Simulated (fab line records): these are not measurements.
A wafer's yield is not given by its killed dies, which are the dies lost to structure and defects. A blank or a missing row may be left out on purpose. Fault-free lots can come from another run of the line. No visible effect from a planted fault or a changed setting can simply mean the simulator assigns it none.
Lot-split experiment	flow n5-finfet	21 wafers read across 7 lots, on a route 1938 steps long

ON THE SPLIT
At N5_BEOL_M9_COAT_22 (resist thk 30 nm), the setting spin-rpm was moved away from the recipe's 1500 rpm on 5 of the 21 wafers read, by -5.7% to +8.5%. All remaining wafers had this setting at the recipe value.

The split's own step is where the reading is taken.

THE READING
CAR-EUV_of_BEOL_M9_COAT_22.thk-nm (the simulator's own value, which no gauge read), in nm, at N5_BEOL_M9_COAT_22 (resist thk 30 nm). The file gives no usual value for it. Average 30.1 nm, standard deviation 0.11 nm, over the 16 wafers here run with the recipe.

wafer	tool, chamber at the split	spin-rpm as run, rpm	against the recipe	CAR-EUV_of_BEOL_M9_COAT_22.thk-nm, nm	against lot-mates on the recipe
L076.1	litho-track-04, 0	1500	recipe	30	-
L076.2	litho-track-04, 0	1415	-5.7%	30.8	+0.8
L076.6	litho-track-04, 0	1415	-5.7%	31	+1.0
L075.1	litho-track-01, 0	1500	recipe	30.2	-
L075.3	litho-track-01, 0	1500	recipe	30.2	-
L075.6	litho-track-01, 0	1500	recipe	30.2	-
L085.4	litho-track-01, 0	1500	recipe	30	-
L085.5	litho-track-01, 0	1500	recipe	30.2	-
L085.6	litho-track-01, 0	1628	+8.5%	28.8	-1.3
L091.4	litho-track-01, 0	1563	+4.2%	29.4	-0.6
L091.6	litho-track-01, 0	1563	+4.2%	29.4	-0.6
L091.5	litho-track-01, 0	1500	recipe	30	-
L094.1	litho-track-02, 0	1500	recipe	30	-
L094.2	litho-track-02, 0	1500	recipe	30	-
L094.3	litho-track-02, 0	1500	recipe	30.2	-
L095.2	litho-track-01, 0	1500	recipe	30	-
L095.3	litho-track-01, 0	1500	recipe	30	-
L095.6	litho-track-01, 0	1500	recipe	29.8	-
L097.1	litho-track-02, 0	1500	recipe	30	-
L097.3	litho-track-02, 0	1500	recipe	30	-
L097.4	litho-track-02, 0	1500	recipe	30	-

THE FIT
A straight line over all 21 wafers: CAR-EUV_of_BEOL_M9_COAT_22.thk-nm changes by -0.149 nm for each +1% of spin-rpm; r = -0.97; the points scatter about the line by 0.11 nm.
The same after taking each lot's own level away (the mean of its wafers on the recipe; 21 wafers): -0.153 nm for each +1%; r = -0.99; scatter 0.072 nm.
According to that fit, moving spin-rpm by its largest amount changes the reading by 1.3 nm.
Across the lots, their own levels run from 29.93 to 30.20 nm, a range of 2.4 times the standard deviation given above.
The two slopes are in agreement: the lot-to-lot level therefore moves the slope only a little.
Check: with one of the wafers moved furthest among these (+8.5%) left out of the fit, the line predicts -1.3 nm for it against its lot-mates. It came out at -1.3 nm against them.

ADDITIONAL SPLITS CARRIED BY THESE WAFERS
Note: prior to the reading, these wafers also went through further splits. Each is held against what the fit with the lots' levels taken away leaves over:
other split on the same wafers	wafers away from the commonest value	r with CAR-EUV_of_BEOL_M9_COAT_22.thk-nm (lot level and that fit taken away)
N5_BEOL_M8_COAT_60 spin-rpm	7	-0.07

FILE'S OWN FIT
CAR-EUV_of_BEOL_M9_COAT_22.thk-nm changes by -0.153 nm for each +1% of spin-rpm, r = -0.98.
